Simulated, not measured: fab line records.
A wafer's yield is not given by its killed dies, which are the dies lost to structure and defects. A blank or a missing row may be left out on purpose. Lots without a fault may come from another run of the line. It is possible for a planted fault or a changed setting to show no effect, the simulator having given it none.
Which tool was responsible? -- flow n5_finfet -- 27 wafers from 9 lots sampled at 8 of the route's 1938 steps

## WHAT THE GAUGES READ, wafer by wafer
N5_BEOL_M0_OCD_MEAS_108. Usual: trench_depth_nm at 32.8 nm, with a standard deviation of 0.59.
lot,measured,on,trench_depth_nm (nm),flag
L311,day 6 20:24,ocd-02,33.2 32.5 32.9,
L314,day 7 19:29,ocd-02,33.6 32.4 32.2,
L316,day 8 10:04,ocd-02,33.4 32.8 33.0,
L318,day 9 02:15,ocd-01,32.8 32.0 31.9,
L319,day 9 06:36,ocd-01,32.1 32.1 32.0,
L323,day 10 06:53,ocd-02,32.6 32.2 33.3,
L326,day 10 23:25,ocd-02,32.2 33.4 32.8,
L327,day 11 02:40,ocd-02,31.8 33.1 33.1,
L329,day 11 14:49,ocd-01,31.6 33.4 32.5,

N5_BEOL_M0_INSPECT_127: inspects for defects (darkfield). Usual: raw_defect_count at 69, with a standard deviation of 22.
lot,measured,on,raw_defect_count,flag
L311,day 7 00:12,defect_inspect-02,78 84 109,
L314,day 7 22:42,defect_inspect-01,69 29 43,
L316,day 8 12:55,defect_inspect-02,372 399 395,OFF
L318,day 9 07:02,defect_inspect-02,402 425 422,OFF
L319,day 9 11:21,defect_inspect-02,395 372 403,OFF
L323,day 10 10:59,defect_inspect-02,50 52 51,
L326,day 11 02:08,defect_inspect-02,82 75 82,
L327,day 11 05:58,defect_inspect-02,40 86 67,
L329,day 11 17:41,defect_inspect-02,90 84 90,

N5_BEOL_M1_INSPECT_13: inspects for defects (brightfield). Usual: raw_defect_count at 408, with a standard deviation of 84.
lot,measured,on,raw_defect_count,flag
L311,day 7 01:53,defect_inspect-02,490 494 553,
L314,day 8 00:11,defect_inspect-01,362 371 252,
L316,day 8 14:14,defect_inspect-01,695 864 817,OFF
L318,day 9 07:50,defect_inspect-02,772 783 802,OFF
L319,day 9 12:32,defect_inspect-02,674 753 781,OFF
L323,day 10 11:56,defect_inspect-01,395 423 408,
L326,day 11 03:31,defect_inspect-02,502 434 497,
L327,day 11 07:20,defect_inspect-02,564 527 398,
L329,day 11 20:09,defect_inspect-01,520 403 463,

N5_BEOL_M1_INSPECT_30: inspects for defects (brightfield). Usual: raw_defect_count at 412, with a standard deviation of 82.
lot,measured,on,raw_defect_count,flag
L311,day 7 02:45,defect_inspect-02,478 481 509,
L314,day 8 01:03,defect_inspect-02,390 371 258,
L316,day 8 15:16,defect_inspect-02,742 881 853,OFF
L318,day 9 08:42,defect_inspect-01,771 775 793,OFF
L319,day 9 13:24,defect_inspect-01,665 761 778,OFF
L323,day 10 12:55,defect_inspect-01,408 401 413,
L326,day 11 04:33,defect_inspect-01,470 434 503,
L327,day 11 08:29,defect_inspect-02,541 506 414,
L329,day 11 21:10,defect_inspect-02,543 393 514,

N5_BEOL_M4_RC_MEAS_101. Usual: DIBL_N 36.3 mV/V, standard deviation 1.7; DIBL_P 36.5 mV/V, standard deviation 1.8; IOFF_N 0.16 nA/um, standard deviation 0.033; IOFF_P 0.21 nA/um, standard deviation 0.037; ION_N 675 uA/um, standard deviation 11; ION_P 462 uA/um, standard deviation 7.9; SS_N 71.6 mV/dec, standard deviation 0.64; SS_P 73.3 mV/dec, standard deviation 0.68; VT_N 249 mV, standard deviation 3.3; VT_P -250 mV, standard deviation 3.3.
lot,measured,on,DIBL_N (mV/V),DIBL_P (mV/V),IOFF_N (nA/um),IOFF_P (nA/um),ION_N (uA/um),ION_P (uA/um),SS_N (mV/dec),SS_P (mV/dec),VT_N (mV),VT_P (mV),flag
L311,day 8 14:51,prober-02,37.3 33.8 35.5,37.5 33.5 36.1,0.18 0.12 0.15,0.23 0.17 0.21,680 677 683,470 471 476,71.2 70.7 72.1,72.8 71.7 72.8,247 255 250,-250 -253 -250,
L314,day 9 15:35,prober-02,37.4 35.1 32.3,38.4 34.8 33.3,0.18 0.14 0.11,0.24 0.18 0.16,660 658 657,460 445 457,72.2 71.9 70.5,73.5 72.8 72.1,251 254 255,-247 -251 -254,
L316,day 10 07:21,prober-01,34.9 35.6 33.3,35.2 36.8 33.1,0.15 0.16 0.12,0.22 0.23 0.19,679 675 690,467 467 479,71.0 71.6 70.1,73.7 74.1 72.8,249 249 254,-250 -248 -249,
L318,day 10 15:11,prober-02,37.2 37.7 35.5,37.8 39.0 36.4,0.19 0.19 0.16,0.25 0.27 0.23,685 675 683,472 466 475,72.0 72.6 71.1,72.9 73.8 73.1,246 246 249,-244 -247 -248,
L319,day 11 10:59,prober-02,38.8 36.4 38.9,39.3 34.7 38.0,0.21 0.15 0.21,0.25 0.17 0.22,672 665 676,458 448 453,71.6 71.3 72.8,74.9 72.5 74.5,245 253 248,-249 -253 -250,
L323,day 12 00:10,prober-02,37.3 35.6 35.4,35.4 34.2 34.3,0.16 0.15 0.14,0.22 0.22 0.21,675 703 677,466 481 469,71.4 71.4 71.2,72.8 72.5 72.8,247 246 249,-246 -244 -245,
L326,day 13 00:05,prober-02,33.4 35.3 34.3,33.1 34.8 33.9,0.13 0.16 0.14,0.17 0.19 0.18,682 677 672,465 462 459,71.4 71.3 71.9,72.7 73.6 73.2,251 247 250,-254 -251 -252,
L327,day 13 03:38,prober-02,40.0 38.2 37.6,40.9 38.7 37.9,0.28 0.23 0.21,0.27 0.24 0.22,717 695 687,475 461 459,72.9 73.1 71.7,74.6 74.5 73.4,241 242 245,-250 -249 -251,
L329,day 13 10:06,prober-01,33.2 36.3 36.8,33.6 37.7 38.6,0.12 0.18 0.19,0.16 0.21 0.22,669 678 677,452 461 458,71.2 71.9 72.1,72.4 74.4 74.3,252 248 246,-256 -250 -253,

## WHICH TOOL RAN EACH LOT (tool, then ch and the chambers of the sampled wafers, then the start)
lot,N5_BEOL_M0_ETCH_128,N5_BEOL_M0_SPUTTER_132,N5_BEOL_M0_CMP_120
L311,"rie_diel-06 ch 0,2,3, day 6 20:15","pvd_sputter-02, day 6 22:43","cmp-03 ch 0,1,2, day 6 23:42"
L314,"rie_diel-06 ch 0,2,3, day 7 19:20","pvd_sputter-01, day 7 21:05","cmp-03 ch 0,3, day 7 22:05"
L316,"rie_diel-03 ch 0,3, day 8 09:56","pvd_sputter-01, day 8 11:37","cmp-03 ch 1,2,3, day 8 12:25"
L318,"rie_diel-01 ch 0,1,2, day 9 02:07","pvd_sputter-01, day 9 05:32","cmp-03 ch 0,3, day 9 06:26"
L319,"rie_diel-03 ch 1,2, day 9 06:28","pvd_sputter-01, day 9 10:02","cmp-03 ch 0,1,2, day 9 10:50"
L323,"rie_diel-06 ch 0,2,3, day 10 06:45","pvd_sputter-01, day 10 08:46","cmp-01 ch 0,1,3, day 10 10:26"
L326,"rie_diel-03 ch 0,1,3, day 10 23:16","pvd_sputter-01, day 11 00:47","cmp-04 ch 0,2,3, day 11 01:34"
L327,"rie_diel-01 ch 0,2,3, day 11 02:31","pvd_sputter-02, day 11 04:14","cmp-04 ch 1,3, day 11 05:22"
L329,"rie_diel-01 ch 0,2,3, day 11 14:40","pvd_sputter-02, day 11 16:20","cmp-04 ch 0,1, day 11 17:07"
- N5_BEOL_M0_ETCH_128: etches SiCN in CF4/N2, target depth 12 nm, overetch 5.1 nm, time 21.4 s.
- N5_BEOL_M0_SPUTTER_132: material Cu, target thk 4 nm, time 7.37 s.
- N5_BEOL_M0_CMP_120: polishes, stops on SiOC, t overpolish 6.9 s.

## AS READ BY THE TOOLS THEMSELVES (means over the sampled wafers that have a number; for cases with no such wafer, the mark the record gives instead)
N5_BEOL_M0_ETCH_128. Usual: cf4_flow_sccm 60.02 sccm, standard deviation 0.18; drypump_motor_current_A 5.5 A, standard deviation 0.49; oes_product_au 0.55 a.u., standard deviation 0.054; rf_vpp_V 382.4 V, standard deviation 1.9; showerhead_plenum_p_Torr 2.21 Torr, standard deviation 0.074; throttle_valve_pct 15.44 %, standard deviation 0.25.
lot,tool,cf4_flow_sccm (sccm),drypump_motor_current_A (A),oes_product_au (a.u.),rf_vpp_V (V),showerhead_plenum_p_Torr (Torr),throttle_valve_pct (%),flag
L311,rie_diel-06,59.87,5.0,0.55,382.3,2.19,15.37,
L314,rie_diel-06,59.96,5.0,0.54,382.5,2.18,15.40,
L316,rie_diel-03,60.19,6.1,0.54,383.7,2.26,15.56,
L318,rie_diel-01,60.04,5.5,0.56,383.1,2.22,15.53,
L319,rie_diel-03,59.92,5.5,0.50,380.1,2.11,15.48,
L323,rie_diel-06,60.06,5.1,0.52,381.1,2.18,15.43,
L326,rie_diel-03,60.13,5.6,0.53,382.5,2.21,15.40,
L327,rie_diel-01,59.89,5.8,0.53,382.8,2.27,15.54,
L329,rie_diel-01,59.90,5.7,0.52,383.5,2.27,15.55,

N5_BEOL_M0_SPUTTER_132. Usual: throttle_valve_pct at 30.5 %, with a standard deviation of 0.86.
lot,tool,throttle_valve_pct (%),flag
L311,pvd_sputter-02,30.1,
L314,pvd_sputter-01,30.5,
L316,pvd_sputter-01,30.8,
L318,pvd_sputter-01,30.8,
L319,pvd_sputter-01,30.8,
L323,pvd_sputter-01,31.3,
L326,pvd_sputter-01,30.8,
L327,pvd_sputter-02,30.2,
L329,pvd_sputter-02,30.8,

N5_BEOL_M0_CMP_120. Usual: barrier_field_endpoint_s 3.66 s, standard deviation 0.12; motor_current_A 6.1 A, standard deviation 0.68; overpolish_run_s 6.898 s, standard deviation 0.0092; time_to_endpoint_s 63 s, standard deviation 3.5.
lot,tool,barrier_field_endpoint_s (s),motor_current_A (A),overpolish_run_s (s),time_to_endpoint_s (s),flag
L311,cmp-03,3.68,6.0,6.907,63,
L314,cmp-03,3.65,6.0,6.898,64,
L316,cmp-03,3.59,5.9,6.893,57,
L318,cmp-03,3.62,6.0,6.893,65,
L319,cmp-03,3.49,6.0,6.895,60,
L323,cmp-01,3.59,6.0,6.892,63,
L326,cmp-04,3.65,5.9,6.893,64,
L327,cmp-04,3.63,6.8,6.903,63,
L329,cmp-04,3.91,5.8,6.896,64,

## THE ANSWER, worked out from the rows above alone
Rule: lot off if the mean of its wafers having a number is beyond 3 standard deviations from the usual mean. Also off: a lot with no number at a reading for which 4 or more lots have one. Where the step has rows for the other lots, those lots are counted as sound. After the gauges, taken in route order, come the tools' own readings; for these a lot's mean is taken, as printed above. The first step at which some lot is off is used, and at that step the reading that is off furthest; a lot without a number counts as furthest.
Off at N5_BEOL_M0_INSPECT_127 (raw_defect_count): L316, L318, L319.
If a tool, at a process step before that reading, ran all the lots that are off and no sound lot after the first of them, it fits. The gauges at N5_BEOL_M0_INSPECT_127 are tried like those tools. One candidate fits, namely cmp-03 at N5_BEOL_M0_CMP_120. A fault onset in the window from L314 (day 7 22:05, its last sound lot) to L316 (day 8 12:25, its first lot off) fits.
On the lots that are off, the tool's own readings at N5_BEOL_M0_CMP_120 differ by more than 5 times the standard deviation of the sound lots' means, which bears it out; time_to_endpoint_s reads 61 s there versus 64 s on the sound lots.

## WHAT THE SIMULATOR HAD PUT IN
Chamber particle source: cmp-03, from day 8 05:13 on, at N5_BEOL_M0_CMP_120. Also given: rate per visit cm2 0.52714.
Shown lots that were struck: L316, L318, L319. The rule given above showed the same thing.
